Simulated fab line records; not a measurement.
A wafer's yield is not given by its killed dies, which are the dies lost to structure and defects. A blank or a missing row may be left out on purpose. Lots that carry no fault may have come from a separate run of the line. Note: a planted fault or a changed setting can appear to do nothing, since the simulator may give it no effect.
What tool caused it?	flow nand-harc	38 wafers from 13 lots sampled at 5 of the route's 1302 steps

## WHAT EACH GAUGE READ, for each wafer
NHARC_A_SOURCE_PLATE_THK_MEAS_09: measures by ellipsometry.
lot	measured	on	thk-nm (nm)
L506	day 7 08:37	film-metro-01	9.6 10.1 10.1
L505	day 7 08:37	film-metro-02	8.6 10.8 9.3
L507	day 7 20:35	film-metro-01	8.3 9.2 9.9
L508	day 8 09:58	film-metro-01	8.0 9.8 8.8
L509	day 8 20:43	film-metro-02	8.2 9.2 10.9
L510	day 9 04:20	film-metro-01	8.7 8.9 10.3
L511	day 9 20:01	film-metro-02	11.4 9.8 10.6
L513	day 10 13:43	film-metro-01	11.5 8.2 10.0
L514	day 11 13:19	film-metro-01	9.1 9.1 9.0
L516	day 11 23:46	film-metro-02	8.7 9.1 10.4
L519	day 13 05:17	film-metro-01	9.9 10.8
L521	day 14 02:34	film-metro-01	8.5 10.2 9.6
L526	day 16 00:07	film-metro-01	10.8 10.0 11.0

NHARC_A_SOURCE_PLATE_INSPECT_08.
lot	measured	on	raw-defect-count
L506	day 7 21:17	defect-inspect-02	40 77 44
L505	day 7 21:17	defect-inspect-01	46 30 36
L507	day 8 11:18	defect-inspect-02	39 20 38
L508	day 8 23:02	defect-inspect-02	48 47 77
L509	day 9 10:56	defect-inspect-01	81 77 61
L510	day 9 18:56	defect-inspect-02	51 53 55
L511	day 10 10:49	defect-inspect-01	45 27 33
L513	day 11 05:17	defect-inspect-01	83 79 125
L514	day 12 03:22	defect-inspect-02	66 126 129
L516	day 12 12:24	defect-inspect-01	39 65 35
L519	day 13 19:25	defect-inspect-01	43 66
L521	day 14 16:29	defect-inspect-02	110 55 48
L526	day 16 13:23	defect-inspect-01	99 75 54

NHARC_A_ONON_D1_THK_MEAS_02: measures by ellipsometry.
lot	measured	on	thk-nm (nm)
L506	day 7 21:51	film-metro-02	986 983 986
L505	day 7 21:52	film-metro-01	985 985 986
L507	day 8 11:53	film-metro-02	1006 1007 1005
L508	day 8 23:36	film-metro-01	1002 1002 1004
L509	day 9 11:31	film-metro-01	992 993 994
L510	day 9 19:30	film-metro-01	990 992 992
L511	day 10 11:24	film-metro-01	1004 1003 1002
L513	day 11 05:52	film-metro-01	993 991 992
L514	day 12 03:57	film-metro-01	1006 1006 1006
L516	day 12 12:59	film-metro-01	996 996 995
L519	day 13 19:59	film-metro-01	1495 997
L521	day 14 17:04	film-metro-01	997 997 998
L526	day 16 13:57	film-metro-01	985 986 984

NHARC_A_ONON_D1_THK_MEAS_24: measures by ellipsometry.
lot	measured	on	thk-nm (nm)
L506	day 8 09:04	film-metro-02	1001 1002 1002
L505	day 8 09:04	film-metro-02	1006 1007 1005
L507	day 8 23:22	film-metro-02	1001 1001 1001
L508	day 9 11:15	film-metro-01	996 995 995
L509	day 9 22:34	film-metro-01	1000 1003 1003
L510	day 10 06:42	film-metro-01	999 1000 1000
L511	day 10 23:08	film-metro-02	991 992 993
L513	day 11 17:19	film-metro-01	998 1001 1002
L514	day 12 15:09	film-metro-02	985 984 984
L516	day 13 00:10	film-metro-02	1005 1004 1003
L519	day 14 09:16	film-metro-01	987 986
L521	day 15 04:06	film-metro-01	997 997 999
L526	day 17 02:56	film-metro-01	990 991 991

## WHAT TOOL EACH LOT RAN ON (gives the tool, then ch and the chambers of the sampled wafers, and finally the start)
lot	NHARC_A_ONON_D1_DEP_00
L506	pecvd-onon-03 ch 0, day 7 21:24
L505	pecvd-onon-02 ch 0, day 7 21:24
L507	pecvd-onon-03 ch 0, day 8 11:22
L508	pecvd-onon-04 ch 0, day 8 23:05
L509	pecvd-onon-02 ch 0, day 9 11:01
L510	pecvd-onon-03 ch 0, day 9 19:00
L511	pecvd-onon-03 ch 0, day 10 10:53
L513	pecvd-onon-02 ch 0, day 11 05:21
L514	pecvd-onon-02 ch 0, day 12 03:26
L516	pecvd-onon-02 ch 0, day 12 12:28
L519	pecvd-onon-03 ch 0, day 13 19:32
L521	pecvd-onon-02 ch 0, day 14 16:33
L526	pecvd-onon-04 ch 0, day 16 13:26
- NHARC_A_ONON_D1_DEP_00: target thk 1000 nm.

## AS READ BY THE TOOLS THEMSELVES (means over the sampled wafers that have a number; for cases with no such wafer, the mark the record gives instead)
The record holds no such reading with a usual standard deviation.

## THE ANSWER, worked out from the rows above alone
Rule: the usual values come from the lots themselves. The widest of any qualifying gaps counts: lots, ordered by their means at a reading, are off when they make up no more than a third of the lots, leave a main group of 4 or more, and stand apart from it by 3 or more times the standard deviation of that group's means. Not used: any main group whose means are identical at the precision the tables above print for the reading. A lot without any number at a reading at which 4 lots or more have one is off too. Where the step has rows for the other lots, those lots are counted as sound. After the gauges, taken in route order, come the tools' own readings; for these a lot's mean is taken, as printed above. At the first step where some lot is off, the reading lying furthest off is the one used; lots without a number count as furthest.
Off, at NHARC_A_ONON_D1_THK_MEAS_02 on thk-nm: L519. For the main group the mean is 995 nm and the standard deviation 7.6.
A tool fits if, at a process step before that reading, it ran every lot that is off, and no sound lot after the first of them. Those tools and the gauges at NHARC_A_ONON_D1_THK_MEAS_02 are tried in the same way. One fits: pecvd-onon-03 at NHARC_A_ONON_D1_DEP_00. A fault onset in the window from L511 (day 10 10:53, its last sound lot) to L519 (day 13 19:32, its first lot off) fits.

## WHAT WAS PUT IN BY THE SIMULATOR
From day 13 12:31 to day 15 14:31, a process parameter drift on pecvd-onon-03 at NHARC_A_ONON_D1_DEP_00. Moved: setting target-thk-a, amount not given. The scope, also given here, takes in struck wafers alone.
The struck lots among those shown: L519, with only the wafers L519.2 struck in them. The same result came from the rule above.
